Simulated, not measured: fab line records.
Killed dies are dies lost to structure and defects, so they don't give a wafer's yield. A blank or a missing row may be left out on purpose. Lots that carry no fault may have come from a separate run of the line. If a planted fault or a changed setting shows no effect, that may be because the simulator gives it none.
Matching of chambers | flow n5-finfet | N5_MOL_CONTACT_COAG_DESCUM_88 on rie-diel-03 has 4 sister chambers
The step chemistry O2, time 7 s. 18 wafers are shown with their chamber, then 9 later ones without.

WAFERS WITH THEIR CHAMBER
wafer  | chamber | showerhead-plenum-p-Torr (Torr) | throttle-valve-pct (%) | oes-product-au (a.u.)
L076.2 | 0       | 2.22                            | 19.93                  | 0.87
L076.3 | 3       | 2.10                            | 20.09                  | 0.78
L076.5 | 1       | 2.14                            | 20.16                  | 0.93
L078.2 | 1       | 2.14                            | 20.16                  | 0.91
L078.5 | 3       | 2.09                            | 20.11                  | 0.78
L078.6 | 0       | 2.22                            | 19.96                  | 0.85
L080.2 | 2       | 2.14                            | 20.02                  | 0.90
L080.5 | 2       | 2.14                            | 20.00                  | 0.90
L080.6 | 1       | 2.14                            | 20.16                  | 0.91
L081.2 | 1       | 2.14                            | 20.17                  | 0.90
L081.4 | 3       | 2.09                            | 20.12                  | 0.77
L081.5 | 3       | 2.09                            | 20.13                  | 0.78
L089.2 | 0       | 2.21                            | 19.99                  | 0.83
L089.3 | 1       | 2.14                            | 20.21                  | 0.88
L089.5 | 0       | 2.21                            | 19.95                  | 0.82
L091.1 | 3       | 2.09                            | 20.14                  | 0.76
L091.2 | 0       | 2.21                            | 20.00                  | 0.82
L091.3 | 2       | 2.13                            | 20.03                  | 0.87

SIGNATURES (means of the wafers above)
reading                  | chamber 0 | chamber 1 | chamber 2 | chamber 3 | scatter within a chamber
showerhead-plenum-p-Torr | 2.2140    | 2.1400    | 2.1367    | 2.0920    | 0.00436
throttle-valve-pct       | 19.9660   | 20.1720   | 20.0167   | 20.1180   | 0.0226
oes-product-au           | 0.8380    | 0.9060    | 0.8900    | 0.7740    | 0.0172
Rule: for each reading, subtract the chamber's mean from the wafer's reading, divide by that reading's scatter and square the result; add these up over the readings and take the root, which gives the wafer's distance from the chamber. If the next closest chamber is less than 2 further off than the closest, the wafer can't be placed; otherwise it belongs to the closest. How the scatter is found: for the shown wafers, subtract from each reading the mean of its chamber, square and add these, divide the total by (wafers less chambers), then take the root.

WAFERS WITH NO CHAMBER GIVEN
wafer  | showerhead-plenum-p-Torr (Torr) | throttle-valve-pct (%) | oes-product-au (a.u.)
L093.2 | 2.09                            | 20.16                  | 0.74
L093.3 | 2.13                            | 20.04                  | 0.85
L093.4 | 2.21                            | 19.99                  | 0.81
L094.1 | 2.21                            | 20.00                  | 0.82
L094.5 | 2.21                            | 20.00                  | 0.82
L094.6 | 2.13                            | 20.19                  | 0.87
L097.2 | 2.08                            | 20.18                  | 0.75
L097.4 | 2.13                            | 20.21                  | 0.86
L097.5 | 2.21                            | 20.00                  | 0.82

WHICH CHAMBER EACH ONE RAN IN
wafer  | from the rows above | in truth
L093.2 | 3                   | 3
L093.3 | 2                   | 2
L093.4 | 0                   | 0
L094.1 | 0                   | 0
L094.5 | 0                   | 0
L094.6 | 1                   | 1
L097.2 | 3                   | 3
L097.4 | 1                   | 1
L097.5 | 0                   | 0
Correctly placed: 9 of 9. Can't be placed from these rows: 0. Placed wrongly: 0.
